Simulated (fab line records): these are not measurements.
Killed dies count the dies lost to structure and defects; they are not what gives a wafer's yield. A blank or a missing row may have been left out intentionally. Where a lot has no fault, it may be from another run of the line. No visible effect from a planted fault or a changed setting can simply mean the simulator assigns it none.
Struck lot and sound lot, side by side :: flow nandHarc :: 13 steps out of a route of 1302
Sound: these wafers, L160.1, L160.2, L160.3. The struck wafers were L172.1, L172.3, L172.6. The cause is named last.
At each step with rows: each side's tool, then ch and its chambers, then its first start. Under that, the readings that differ: sound wafers :: struck wafers :: difference of the means :: sigmas: that difference in standard deviations of wafers without a fault.
alike: readings with means less than 2 such deviations apart, plus words and numbers identical on both sides. not compared: withheld readings, readings lacking a value on some wafer, bounds such as >300 that could conceal the same value, and numbers that have no deviation in the record and whose values overlap.
A row with sigmas, a row that says differs or no value, or rows on one side alone: a step with any of these is where the two part. Non-overlapping numbers with no deviation appear without sigmas and do not part them. Lack of a reading on every wafer of one side parts them only where that side has two or more wafers.

first, 1 step without rows for these wafers: NHARC_A_STAIRCASE_SRD_474.
NHARC_A_STAIRCASE_INSPECT_155:
  sound on defectInspect-02 at day 20 18:12; struck on defectInspect-01 at day 25 18:33
  alike: rawDefectCount
NHARC_A_SGD_CUT_DEP_00: deposits SiNx, target thk 50 nm.
  sound on pecvd-03 ch 0,1,2, day 20 18:16; struck on pecvd-03 ch 1,2, day 25 18:39
  alike: heaterPowerW
then, 8 steps without rows for these wafers: NHARC_A_SGD_CUT_DEHYDRATE_01 (time 120 s); NHARC_A_SGD_CUT_HMDS_02 (time 30 s); NHARC_A_SGD_CUT_COAT_56 (time 75 s); NHARC_A_SGD_CUT_COAT_57 (time 65 s); NHARC_A_SGD_CUT_COAT_03 (resist thk 90 nm); NHARC_A_SGD_CUT_SOFTBAKE_04 (time 55 s); NHARC_A_SGD_CUT_EBR_05; NHARC_A_SGD_CUT_EXPOSE_06 (exposes mask SGD).
NHARC_A_SGD_CUT_PEB_07: peb time 65 s.
  sound on lithoTrack-06 ch 0, day 20 18:54; struck on lithoTrack-01, day 25 19:16
  no value came back on the struck wafers for chillPlateTempC (C), exhaustPa (Pa); on the sound wafers chillPlateTempC (C) reads 22.85 22.81 22.98
then, 1 step without rows for these wafers: NHARC_A_SGD_CUT_DEVELOP_08 (develop time 35 s).

## WHERE THEY PART
Only at NHARC_A_SGD_CUT_PEB_07, as far as this record shows.

WHY: what the simulator had put in
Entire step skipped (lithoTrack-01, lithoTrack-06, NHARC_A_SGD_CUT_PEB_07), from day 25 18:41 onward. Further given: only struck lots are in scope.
